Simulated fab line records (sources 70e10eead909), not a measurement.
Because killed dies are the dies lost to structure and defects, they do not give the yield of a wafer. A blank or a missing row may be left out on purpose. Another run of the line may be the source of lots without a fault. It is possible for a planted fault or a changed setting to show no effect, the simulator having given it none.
Which of the tools did it? | flow nand_harc | Sampling: 7 lots, 21 wafers, 3 of 1159 route steps

== WHAT THE GAUGES SHOWED, per wafer ==
NHARC_A_M0_CD_MEAS_09 targets a cd of 80 nm.
lot  | measured     | on        | cd_nm (nm)
L841 | day 18 04:49 | cd_sem-02 | 80.2 79.1 79.4
L839 | day 18 14:58 | cd_sem-03 | 78.9 79.4 79.9
L845 | day 19 07:57 | cd_sem-02 | 80.4 79.9 80.0
L846 | day 19 18:06 | cd_sem-01 | 80.1 79.0 79.2
L847 | day 20 07:47 | cd_sem-01 | 78.8 78.6 77.3
L852 | day 21 18:13 | cd_sem-01 | 41.2 41.0 41.6
L858 | day 23 01:54 | cd_sem-02 | 51.8 51.0 50.9

== WHICH TOOL RAN EACH LOT (tool, then ch and the chambers of the sampled wafers, then the start) ==
lot  | NHARC_A_BLC_ETCH_16                | NHARC_A_M0_EXPOSE_06
L841 | rie_diel-04 ch 1,2,3, day 17 21:11 | arfi_scanner-01 ch 0, day 18 04:40
L839 | rie_diel-04 ch 0,2,3, day 18 05:31 | arfi_scanner-02 ch 0, day 18 14:49
L845 | rie_diel-04 ch 0,1,3, day 19 02:12 | arfi_scanner-01 ch 0, day 19 07:49
L846 | rie_diel-04 ch 0,1,2, day 19 14:20 | arfi_scanner-03 ch 0, day 19 17:58
L847 | rie_diel-04 ch 1,2,3, day 20 02:25 | arfi_scanner-03 ch 0, day 20 07:38
L852 | rie_diel-02 ch 1,2,3, day 21 14:11 | arfi_scanner-02 ch 0, day 21 18:04
L858 | rie_diel-04 ch 0,1,2, day 22 22:00 | arfi_scanner-02 ch 0, day 23 01:46
- NHARC_A_BLC_ETCH_16: etches the open film in CF4, target depth 39 nm, time 65 s.
- NHARC_A_M0_EXPOSE_06: exposes mask A M0, target cd 80 nm.

== THE ANSWER, worked out from the rows above alone ==
Rule: usual is defined by the lots themselves. Put in order of their means at a reading, lots are off if they are a third of the lots or fewer, leave a main group of 4 or more, and stand apart from it by a gap of 3 or more times the standard deviation of the main group's means; of several such gaps the widest counts. The tables above print the reading to a certain number of digits; a main group whose means all agree to those digits is not used. Also off: a lot with no number at a reading for which 4 or more lots have one. All remaining lots with rows at the step are treated as sound.
Off: L852, L858 (NHARC_A_M0_CD_MEAS_09, cd_nm). Main group: mean 79.3 nm, sd 0.61.
If a tool, at a process step before that reading, ran all the lots that are off and no sound lot after the first of them, it fits. The gauges at NHARC_A_M0_CD_MEAS_09 are tried like those tools. One fits: NHARC_A_M0_EXPOSE_06 on arfi_scanner-02. A fault onset in the window from L839 (day 18 14:49, its last sound lot) to L852 (day 21 18:04, its first lot off) fits.

== WHAT WAS PUT IN BY THE SIMULATOR ==
Drift in process parameters on arfi_scanner-02 at NHARC_A_M0_EXPOSE_06, starting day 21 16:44. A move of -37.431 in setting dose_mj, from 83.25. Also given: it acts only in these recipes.
Shown lots that were struck: L852, L858. This agrees with what the rule above found.
